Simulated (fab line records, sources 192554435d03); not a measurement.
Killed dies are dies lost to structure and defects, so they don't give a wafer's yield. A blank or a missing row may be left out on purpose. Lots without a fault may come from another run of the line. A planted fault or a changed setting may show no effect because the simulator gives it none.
Which tool did it? | flow n5_finfet | 10 lots, 29 wafers sampled, at 3 steps of a route of 1938

WHAT THE GAUGES READ, wafer by wafer
N5_PASSIVATION_OVL_MEAS_60.
lot  | measured     | on         | TV_OVL (nm)
L161 | day 12 05:05 | overlay-01 | -6 -5 -4
L160 | day 12 04:18 | overlay-01 | -3 2
L163 | day 12 20:58 | overlay-02 | -14 -5 -5
L164 | day 13 13:46 | overlay-02 | 3 -6 -2
L168 | day 14 06:41 | overlay-01 | -4 1 2
L167 | day 14 06:25 | overlay-02 | -9 -18 -16
L166 | day 14 06:46 | overlay-01 | 0 -1 8
L169 | day 14 18:04 | overlay-01 | 0 6 3
L172 | day 15 16:43 | overlay-02 | -4 -9 -2
L175 | day 16 03:52 | overlay-01 | 2 10 0

WHICH TOOL RAN EACH LOT (tool, then ch and the chambers of the sampled wafers, then the start)
lot  | N5_MIM_BOT_ETCH_ETCH_00           | N5_MIM_BOT_ETCH_STRIP_01
L161 | rie_metal-01 ch 0, day 12 01:53   | rie_diel-04 ch 1,2,3, day 12 02:08
L160 | rie_metal-02 ch 0,1, day 12 01:53 | rie_diel-06 ch 2,3, day 12 02:08
L163 | rie_metal-01 ch 0,1, day 12 18:31 | rie_diel-01 ch 0,2,3, day 12 18:43
L164 | rie_metal-02 ch 0, day 13 12:31   | rie_diel-06 ch 0,3, day 13 12:39
L168 | rie_metal-02 ch 0, day 14 00:38   | rie_diel-04 ch 0,2,3, day 14 00:56
L167 | rie_metal-03 ch 0,1, day 14 02:28 | rie_diel-01 ch 0,2,3, day 14 02:37
L166 | rie_metal-02 ch 0,1, day 14 03:08 | rie_diel-06 ch 0,2,3, day 14 03:17
L169 | rie_metal-03 ch 0,1, day 14 14:41 | rie_diel-04 ch 0,1,2, day 14 14:47
L172 | rie_metal-02 ch 0,1, day 15 15:12 | rie_diel-01 ch 1,2,3, day 15 15:20
L175 | rie_metal-02 ch 0,1, day 16 01:33 | rie_diel-04 ch 1,2, day 16 01:39
- N5_MIM_BOT_ETCH_ETCH_00: etches TiN in Cl2/BCl3, target depth 45.5 nm.
- N5_MIM_BOT_ETCH_STRIP_01: strips in O2.

THE ANSWER, worked out from the rows above alone
Rule: what is usual is taken from the lots themselves. Put in order of their means at a reading, lots are off if they are a third of the lots or fewer, leave a main group of 4 or more, and stand apart from it by a gap of 3 or more times the standard deviation of the main group's means; of several such gaps the widest counts. A main group whose means are all the same, to the digits that the tables above print for the reading, isn't used. A lot without any number at a reading at which 4 lots or more have one is off too. The other lots that the step has rows for count as sound.
No lot is off at any reading shown: from this, nothing can be told.

WHAT THE SIMULATOR HAD PUT IN
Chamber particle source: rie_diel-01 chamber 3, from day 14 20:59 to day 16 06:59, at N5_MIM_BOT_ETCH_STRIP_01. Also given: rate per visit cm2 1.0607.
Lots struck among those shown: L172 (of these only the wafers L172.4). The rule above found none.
